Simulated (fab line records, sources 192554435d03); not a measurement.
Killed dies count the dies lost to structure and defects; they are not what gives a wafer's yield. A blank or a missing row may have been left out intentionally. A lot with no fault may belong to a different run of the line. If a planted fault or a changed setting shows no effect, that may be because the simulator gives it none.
Split-lot study    flow n5-finfet    39 wafers read across 7 lots, on a route 1938 steps long

SPLIT DETAILS
At N5_HKMG_FIN_ETCH_67 (etches SOC in N2/H2, stops on TiN, target depth 388.9 nm), the setting target-depth-a was moved away from the recipe's 3889 angstrom on 18 of the 39 wafers read, by -6.0% to +11.6%. All remaining wafers had this setting at the recipe value.

The reading comes from the split's own step.

THE READING
TiN_of_HKMG_FIN_ALD_71.thk-nm (the simulator's own value, which no gauge read), in nm, at N5_HKMG_FIN_ETCH_67 (etches SOC in N2/H2, stops on TiN, target depth 388.9 nm). There is no usual value for it anywhere in the file. Here, 21 wafers ran the recipe; their average is 0.9 nm with a standard deviation of 0.23 nm.

wafer   tool, chamber at the split  target-depth-a as run, angstrom  against the recipe  TiN_of_HKMG_FIN_ALD_71.thk-nm, nm  against lot-mates on the recipe
L074.2  rie-diel-06, 0,1,1          3889                             recipe              1                                  -
L074.4  rie-diel-06, 0,1,1          3889                             recipe              1                                  -
L074.6  rie-diel-06, 0,1,1          3889                             recipe              1                                  -
L079.1  rie-diel-06, 1              3889                             recipe              0                                  -
L079.2  rie-diel-06, 2              3889                             recipe              0.8                                -
L079.3  rie-diel-06, 0              3889                             recipe              1                                  -
L079.4  rie-diel-06, 3,2,1          4342                             +11.6%              0                                  -0.6
L079.5  rie-diel-06, 3,2,1          4342                             +11.6%              0                                  -0.6
L079.6  rie-diel-06, 3,2,1          4342                             +11.6%              0                                  -0.6
L080.1  rie-diel-03, 2,3,0          4191                             +7.8%               0                                  -1.0
L080.2  rie-diel-03, 2,3,0          4191                             +7.8%               0                                  -1.0
L080.5  rie-diel-03, 2,3,0          4191                             +7.8%               0                                  -1.0
L080.3  rie-diel-03, 1,0,1          3889                             recipe              1                                  -
L080.4  rie-diel-03, 1,0,1          3889                             recipe              1                                  -
L080.6  rie-diel-03, 1,0,1          3889                             recipe              1                                  -
L082.1  rie-diel-03, 0,3,1          4226                             +8.7%               0                                  -1.0
L082.2  rie-diel-03, 0,3,1          4226                             +8.7%               0                                  -1.0
L082.3  rie-diel-03, 0,3,1          4226                             +8.7%               0                                  -1.0
L082.4  rie-diel-03, 2,2,1          3889                             recipe              1                                  -
L082.5  rie-diel-03, 2,2,1          3889                             recipe              1                                  -
L082.6  rie-diel-03, 2,2,1          3889                             recipe              1                                  -
L088.1  rie-diel-05, 3,1,3          3889                             recipe              1                                  -
L088.4  rie-diel-05, 3,1,3          3889                             recipe              1                                  -
L088.6  rie-diel-05, 3,1,3          3889                             recipe              1                                  -
L088.2  rie-diel-05, 2,0,0          4165                             +7.1%               0                                  -1.0
L088.3  rie-diel-05, 2,0,0          4165                             +7.1%               0                                  -1.0
L088.5  rie-diel-05, 2,0,0          4165                             +7.1%               0                                  -1.0
L095.1  rie-diel-05, 1              3889                             recipe              0.6                                -
L095.2  rie-diel-05, 0,3,3          4338                             +11.5%              0                                  -0.9
L095.3  rie-diel-05, 0,3,3          4338                             +11.5%              0                                  -0.9
L095.5  rie-diel-05, 0,3,3          4338                             +11.5%              0                                  -0.9
L095.4  rie-diel-05, 2,0            3889                             recipe              1                                  -
L095.6  rie-diel-05, 2,0            3889                             recipe              1                                  -
L096.1  rie-diel-06, 2,3            3889                             recipe              0.8                                -
L096.2  rie-diel-06, 2,3            3889                             recipe              0.8                                -
L096.3  rie-diel-06, 1,3,2          3657                             -6.0%               1                                  +0.1
L096.5  rie-diel-06, 1,3,2          3657                             -6.0%               1                                  +0.1
L096.6  rie-diel-06, 1,3,2          3657                             -6.0%               1                                  +0.1
L096.4  rie-diel-06, 0              3889                             recipe              1                                  -
When a row names more than one chamber, that row covers several wafers, and the file does not tell which wafer ran in which chamber.

THE FIT
A straight line over all 39 wafers: TiN_of_HKMG_FIN_ALD_71.thk-nm changes by -0.0799 nm for each +1% of target-depth-a; r = -0.88; the points scatter about the line by 0.23 nm.
The same after taking each lot's own level away (the mean of its wafers on the recipe; 39 wafers): -0.0765 nm for each +1%; r = -0.85; scatter 0.25 nm.
On that fit, the largest move of target-depth-a shifts the reading by 0.89 nm.
The lots' own levels span 0.60 to 1.00 nm, that is 1.8 times the standard deviation above.
The two slopes are in agreement: the lot-to-lot level therefore moves the slope only a little.
Check: for one of the wafers moved furthest among these (+11.6%), held out of the fit, the line's prediction against its lot-mates is -1.02 nm. Against them it came out at -0.6 nm.

THE OTHER SPLITS THESE WAFERS WENT THROUGH
Other splits were also applied to these wafers ahead of the reading. Each is held against what the fit with the lots' levels taken away leaves over:
other split on the same wafers   wafers away from the commonest value  r with TiN_of_HKMG_FIN_ALD_71.thk-nm (lot level and that fit taken away)
N5_DUMMY_GATE_EXPOSE_12 dose-mj  15                                    +0.00
N5_DUMMY_GATE_ETCH_42 bias-w     18                                    -0.06

THE FILE'S OWN FIT
TiN_of_HKMG_FIN_ALD_71.thk-nm changes by -0.0843 nm for each +1% of target-depth-a, r = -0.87.
